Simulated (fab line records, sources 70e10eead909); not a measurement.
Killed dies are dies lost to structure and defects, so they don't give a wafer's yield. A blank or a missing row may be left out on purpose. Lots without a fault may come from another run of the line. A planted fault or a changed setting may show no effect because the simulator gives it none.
fab line records | flow nand_harc
record lots=12 wafers=36 last_day=32
route steps=1302 shown P_BONDPAD@370 A_ZERO_WELL@390 A_SOURCE_PLATE@423 A_ONON_D1@431 END@1302
lots that met no fault: from a run of the same line without faults
start_h: hours from the record's first day to the start of the lot's first wafer shown | wait_h: hours since the lot's step before | " the same as in the row above | L1.1+2: a row that stands for several wafers | - no value, or no start given | * or withheld: withheld | < > ~ a bound
route shown NAME@n: a module of which the file shows steps, and the number in the route of the first | usual: mean/standard deviation of fault-free wafers | same: alike in all rows | chamber/n: place in a boat | sites: the reading at each site | _std_site: their standard deviation | _edge_site: outer sites' mean less inner sites' | radius_mm: how far each site lies from the wafer's centre | mask NAME#n: copy n | behind: the tool/chamber that last shaped the wafer | hold: why the lot was held/for how many hours/how that ended | device: the transistor (n, p or np) that didn't switch | end of line: the same wafers' tests at the end of the route | a step without rows: its recipe alone | killed: dies lost to structure and defects at the first sort, not the wafer's yield | map: a wafer's dies, x killed, . not, _ none there
set.NAME: the setting as run; set.NAME@STEP: as run at that earlier step | model.NAME: the simulator's own value behind a step, which no gauge read
steps of the route over a sample of lots; a table a step, a row a wafer
services: from which hour (start_h, from the record's first day; less than 0 if before it) a tool's chamber was out of use, for how many hours, and why
## steps
# step NHARC_P_BONDPAD_CD_MEAS_13
# usual cd_nm=498.8/2.7
# columns lot.wafer tool chamber start_h wait_h cd_nm
L291.2 cd_sem-02 - 135.80 - 496.4
L291.5 " - " " 496.1
L291.6 " - " " 497.4
L294.1 cd_sem-02 - 162.99 - 502.9
L294.3 " - " " 504.4
L294.6 " - " " 503.0
L295.4 cd_sem-01 - 170.12 - 500.4
L295.5 " - " " 497.8
L295.6 " - " " 497.9
L297.3 cd_sem-01 - 187.82 - 497.3
L297.4 " - " " 500.5
L297.5 " - " " 500.3
L299.2 cd_sem-02 - 215.50 - 499.1
L299.5 " - " " 500.6
L299.6 " - " " 499.4
L300.2 cd_sem-01 - 221.21 - 500.5
L300.3 " - " " 498.7
L300.5 " - " " 501.5
L301.4 cd_sem-03 - 242.06 - 497.3
L301.5 " - " " 498.1
L301.6 " - " " 496.2
L302.2 cd_sem-03 - 247.87 - 492.3
L302.3 " - " " 497.9
L302.5 " - " " 500.0
L303.1 cd_sem-03 - 257.39 - 496.5
L303.2 " - " " 497.5
L303.6 " - " " 499.7
L308.1 cd_sem-02 - 301.69 - 497.0
L308.3 " - " " 496.6
L308.5 " - " " 500.7
L309.1 cd_sem-01 - 316.66 - 501.1
L309.2 " - " " 495.4
L309.5 " - " " 499.7
L313.1 cd_sem-02 - 350.79 - 498.3
L313.4 " - " " 494.9
L313.5 " - " " 497.4
# step NHARC_A_ZERO_WELL_PRECLEAN_00
# recipe time_s=600 temp_c=120 chemistry=SPM
# columns lot.wafer tool chamber start_h wait_h
L291.6+5+2 wet_bench-09 6,0,2 138.66 0.1
L294.1+3+6 wet_bench-05 5,6,7 165.79 0.1
L295.4+5+6 wet_bench-09 3,4,5 172.96 0.1
L297.4+5+3 wet_bench-05 1,2,3 190.64 0.1
L299.6+5+2 wet_bench-04 4,7,1 218.30 0.1
L300.5+3+2 wet_bench-05 2,3,5 224.05 0.1
L301.5+4+6 wet_bench-04 1,2,3 244.88 0.1
L302.5+2+3 wet_bench-05 3,4,6 250.73 0.1
L303.6+1+2 wet_bench-04 2,4,6 260.17 0.1
L308.1+5+3 wet_bench-04 2,3,5 304.52 0.1
L309.1+2+5 wet_bench-04 5,6,2 319.44 0.1
L313.1+4+5 wet_bench-09 1,2,3 353.60 0.1
# step NHARC_A_ZERO_WELL_RTA_16
# recipe temp_c=1000 time_s=10
# usual lamp_power_pct=29.7/1.5 wafer_temp_C_max=1003.7/0.9
# columns lot.wafer tool chamber start_h wait_h lamp_power_pct wafer_temp_C_max
L291.2 rtp_anneal-01 0 140.70 - 28.5 1003.2
L291.5 " 0 " " 28.5 1002.5
L291.6 " 0 " " 28.6 1002.7
L294.1 rtp_anneal-01 0 167.80 - 28.5 1004.1
L294.3 " 0 " " 28.5 1003.5
L294.6 " 0 " " 28.5 1003.5
L295.4 rtp_anneal-01 0 175.06 - 28.5 1002.9
L295.5 " 0 " " 28.5 1003.4
L295.6 " 0 " " 28.5 1003.7
L297.3 rtp_anneal-01 0 192.58 - 28.5 1003.6
L297.4 " 0 " " 28.5 1003.2
L297.5 " 0 " " 28.5 1002.7
L299.2 rtp_anneal-01 0 220.23 - 28.5 1003.4
L299.5 " 0 " " 28.5 1002.1
L299.6 " 0 " " 28.5 1002.5
L300.2 rtp_anneal-01 0 226.09 - 28.5 1002.2
L300.3 " 0 " " 28.5 1002.7
L300.5 " 0 " " 28.5 1002.3
L301.4 rtp_anneal-01 0 246.98 - 28.5 1002.6
L301.5 " 0 " " 28.5 1003.3
L301.6 " 0 " " 28.6 1003.0
L302.2 rtp_anneal-02 0 252.76 - 31.7 1003.4
L302.3 " 0 " " 31.7 1003.9
L302.5 " 0 " " 31.6 1004.5
L303.1 rtp_anneal-02 0 262.41 - 31.7 1004.4
L303.2 " 0 " " 31.7 1003.6
L303.6 " 0 " " 31.7 1005.0
L308.1 rtp_anneal-02 0 306.53 - 31.7 1004.3
L308.3 " 0 " " 31.6 1003.8
L308.5 " 0 " " 31.6 1004.2
L309.1 rtp_anneal-02 0 321.48 - 31.7 1003.8
L309.2 " 0 " " 31.6 1004.9
L309.5 " 0 " " 31.6 1004.0
L313.1 rtp_anneal-02 0 355.59 - 31.6 1004.1
L313.4 " 0 " " 31.7 1004.3
L313.5 " 0 " " 31.6 1004.4
# step NHARC_A_ZERO_WELL_INSPECT_17
# usual raw_defect_count=12/6.3
# columns lot.wafer tool chamber start_h wait_h raw_defect_count
L291.2 defect_inspect-01 - 140.87 0.1 9
L291.5 " - " " 16
L291.6 " - " " 16
L294.1 defect_inspect-02 - 167.99 0.2 7
L294.3 " - " " 6
L294.6 " - " " 7
L295.4 defect_inspect-02 - 175.18 0.1 6
L295.5 " - " " 6
L295.6 " - " " 14
L297.3 defect_inspect-01 - 192.72 0.1 11
L297.4 " - " " 13
L297.5 " - " " 15
L299.2 defect_inspect-02 - 220.40 0.1 15
L299.5 " - " " 30
L299.6 " - " " 25
L300.2 defect_inspect-01 - 226.26 0.1 16
L300.3 " - " " 16
L300.5 " - " " 15
L301.4 defect_inspect-01 - 247.10 0.1 14
L301.5 " - " " 27
L301.6 " - " " 19
L302.2 defect_inspect-01 - 252.93 0.1 9
L302.3 " - " " 3
L302.5 " - " " 10
L303.1 defect_inspect-02 - 262.61 0.2 13
L303.2 " - " " 4
L303.6 " - " " 12
L308.1 defect_inspect-02 - 306.72 0.2 352
L308.3 " - " " 381
L308.5 " - " " 380
L309.1 defect_inspect-02 - 321.68 0.2 400
L309.2 " - " " 316
L309.5 " - " " 366
L313.1 defect_inspect-01 - 355.78 0.2 10
L313.4 " - " " 16
L313.5 " - " " 8
# step NHARC_A_SOURCE_PLATE_INSPECT_08
# usual raw_defect_count=59/23
# columns lot.wafer tool chamber start_h wait_h raw_defect_count
L291.2 defect_inspect-01 - 163.25 0.0 52
L291.5 " - " " 53
L291.6 " - " " 71
L294.1 defect_inspect-02 - 185.24 0.0 44
L294.3 " - " " 34
L294.6 " - " " 44
L295.4 defect_inspect-01 - 195.87 0.0 25
L295.5 " - " " 39
L295.6 " - " " 51
L297.3 defect_inspect-02 - 211.59 0.0 42
L297.4 " - " " 87
L297.5 " - " " 52
L299.2 defect_inspect-01 - 240.25 0.0 32
L299.5 " - " " 64
L299.6 " - " " 72
L300.2 defect_inspect-02 - 246.17 0.0 118
L300.3 " - " " 42
L300.5 " - " " 78
L301.4 defect_inspect-02 - 269.60 0.0 42
L301.5 " - " " 68
L301.6 " - " " 46
L302.2 defect_inspect-02 - 274.84 0.0 131
L302.3 " - " " 75
L302.5 " - " " 50
L303.1 defect_inspect-01 - 285.94 0.0 33
L303.2 " - " " 63
L303.6 " - " " 44
L308.1 defect_inspect-02 - 324.85 0.0 400
L308.3 " - " " 420
L308.5 " - " " 426
L309.1 defect_inspect-02 - 341.60 0.0 447
L309.2 " - " " 347
L309.5 " - " " 418
L313.1 defect_inspect-02 - 376.04 0.0 72
L313.4 " - " " 61
L313.5 " - " " 57
# step NHARC_A_ONON_D1_THK_MEAS_11
# recipe thk_meas_gauge=ellipsometry
# usual thk_nm=999/8.2
# columns lot.wafer tool chamber start_h wait_h thk_nm
L291.2 film_metro-02 - 165.53 - 992
L291.5 " - " " 991
L291.6 " - " " 990
L294.1 film_metro-02 - 187.53 - 992
L294.3 " - " " 992
L294.6 " - " " 992
L295.4 film_metro-01 - 198.14 - 993
L295.5 " - " " 993
L295.6 " - " " 993
L297.3 film_metro-02 - 213.86 - 993
L297.4 " - " " 993
L297.5 " - " " 994
L299.2 film_metro-02 - 242.53 - 995
L299.5 " - " " 994
L299.6 " - " " 995
L300.2 film_metro-01 - 248.45 - 1002
L300.3 " - " " 1003
L300.5 " - " " 1001
L301.4 film_metro-01 - 271.88 - 1013
L301.5 " - " " 1015
L301.6 " - " " 1013
L302.2 film_metro-02 - 277.11 - 1003
L302.3 " - " " 1001
L302.5 " - " " 1001
L303.1 film_metro-02 - 288.21 - 992
L303.2 " - " " 992
L303.6 " - " " 990
L308.1 film_metro-01 - 327.17 - 997
L308.3 " - " " 998
L308.5 " - " " 998
L309.1 film_metro-01 - 343.87 - 1008
L309.2 " - " " 1010
L309.5 " - " " 1008
L313.1 film_metro-01 - 378.31 - 997
L313.4 " - " " 998
L313.5 " - " " 998
# step NHARC_END_SORT_01
# recipe temp_c=25
# usual killed_at_array=57/18 killed_at_other=0.9/1.3 killed_at_periphery=3.5/2.2 killed_dies=62/18 killed_open=3.0/1.7 killed_short=2.3/1.5
# same gross_dies=677
# columns lot.wafer tool chamber start_h wait_h killed_at_array killed_at_other killed_at_periphery killed_dies killed_open killed_short
L308.1 prober-01 0 706.39 2.4 148 0 1 149 2 2
L308.3 prober-01 0 707.97 3.0 138 0 2 140 3 0
L308.5 prober-01 0 709.56 3.7 142 0 2 144 2 6
L309.1 prober-01 0 733.07 2.4 118 0 5 123 1 1
L309.2 prober-01 0 733.87 2.7 104 0 5 109 3 0
L309.5 prober-01 0 736.26 3.7 115 0 10 125 2 1
# killed by level:class
L308.1 A_ZERO_WELL:unspecified=70 A_CHANNEL_HOLE_D1:chamber_film_flake=41 A_CHANNEL_HOLE_D2:chamber_film_flake=22 A_CHANNEL_FILL_D1:geometric_particle:short=2 A_SLIT:chamber_film_flake=2 A_STAIRCASE:chamber_film_flake=2 A_CONTACT:chamber_film_flake=2 A_BLC:chamber_film_flake=2
L308.3 A_ZERO_WELL:unspecified=73 A_CHANNEL_HOLE_D1:chamber_film_flake=37 A_CHANNEL_HOLE_D2:chamber_film_flake=16 A_DECK1_JOINT:chamber_film_flake=4 A_CONTACT:chamber_film_flake=3 A_SLIT:chamber_film_flake=2 P_M2:geometric_particle:open=1 P_BONDPAD:geometric_particle:open=1
L308.5 A_ZERO_WELL:unspecified=79 A_CHANNEL_HOLE_D1:chamber_film_flake=29 A_CHANNEL_HOLE_D2:chamber_film_flake=18 A_SLIT:chamber_film_flake=3 A_CONTACT:chamber_film_flake=3 A_ONON_D2:geometric_particle:short=2 A_DECK1_JOINT:geometric_particle:short=1 A_ONON_D2:geometric_particle:open=1
L309.1 A_ZERO_WELL:unspecified=79 A_CHANNEL_HOLE_D2:chamber_film_flake=21 A_SLIT:chamber_film_flake=7 A_CONTACT:chamber_film_flake=5 P_GATE:chamber_film_flake=4 A_STAIRCASE:chamber_film_flake=2 A_CHANNEL_HOLE_D2:geometric_particle:short=1 A_M0:geometric_particle:open=1
L309.2 A_ZERO_WELL:unspecified=69 A_CHANNEL_HOLE_D2:chamber_film_flake=9 A_CONTACT:chamber_film_flake=9 A_CHANNEL_HOLE_D1:chamber_film_flake=7 P_GATE:chamber_film_flake=2 A_STAIRCASE:chamber_film_flake=2 A_SLIT:chamber_film_flake=2 A_DECK1_JOINT:chamber_film_flake=2
L309.5 A_ZERO_WELL:unspecified=69 A_CHANNEL_HOLE_D2:chamber_film_flake=17 A_CHANNEL_HOLE_D1:chamber_film_flake=8 A_CONTACT:chamber_film_flake=8 A_WL_FILL:chamber_film_flake=6 P_M1:chamber_film_flake=5 P_STI:chamber_film_flake=4 A_SLIT:chamber_film_flake=2
## services
# columns tool chamber start_h hours kind
wet_bench-09 - 184.39 8.0 pm
wet_bench-04 - 227.20 8.0 pm
wet_bench-04 0 235.20 - consumable_replace:bath
wet_bench-04 0 235.20 - consumable_replace:filter
wet_bench-04 1 235.20 - consumable_replace:bath
wet_bench-04 1 235.20 - consumable_replace:filter
wet_bench-04 2 235.20 - consumable_replace:bath
wet_bench-04 2 235.20 - consumable_replace:filter
wet_bench-04 3 235.20 - consumable_replace:bath
wet_bench-04 3 235.20 - consumable_replace:filter
wet_bench-04 4 235.20 - consumable_replace:bath
wet_bench-04 4 235.20 - consumable_replace:filter
wet_bench-04 5 235.20 - consumable_replace:bath
wet_bench-04 5 235.20 - consumable_replace:filter
wet_bench-04 6 235.20 - consumable_replace:bath
wet_bench-04 6 235.20 - consumable_replace:filter
wet_bench-04 7 235.20 - consumable_replace:bath
wet_bench-04 7 235.20 - consumable_replace:filter
wet_bench-05 - 260.80 8.0 pm
wet_bench-05 0 268.80 - consumable_replace:bath
wet_bench-05 0 268.80 - consumable_replace:filter
wet_bench-05 1 268.80 - consumable_replace:bath
wet_bench-05 1 268.80 - consumable_replace:filter
wet_bench-04 - 268.89 10.6 repair
## key
first_sign step=NHARC_A_ZERO_WELL_INSPECT_17 reading=raw_defect_count direction=up sigmas=56 usual=12 struck=366
effect step=NHARC_A_SOURCE_PLATE_INSPECT_08 reading=raw_defect_count direction=up sigmas=15 usual=59 struck=410
effect step=NHARC_END_SORT_01 reading=killed_dies direction=up sigmas=3.9 usual=62 struck=132
more_kills_born_at NHARC_A_ZERO_WELL_PRECLEAN_00@wet_bench-04=439
met_at NHARC_A_ZERO_WELL_PRECLEAN_00
struck_lots L308,L309
tester_left_out L308,L309
not_acting_at NHARC_P_BONDPAD_CD_MEAS_13,NHARC_A_ZERO_WELL_RTA_16,NHARC_A_ONON_D1_THK_MEAS_11
onset_between 260.17 304.52
fault kind=chamber_particle_source tool=wet_bench-04 chamber=- onset_h=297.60 steps=NHARC_A_ZERO_WELL_PRECLEAN_00 rate_per_visit_cm2=0.56478 end_h=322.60
# tester_left_out: of these lots the tester's yield and bins aren't shown, on N5 and GAA mostly nor the transistor test; their killed dies are dies lost to structure and defects alone, not to doping, threshold or leakage, so they don't give the yield
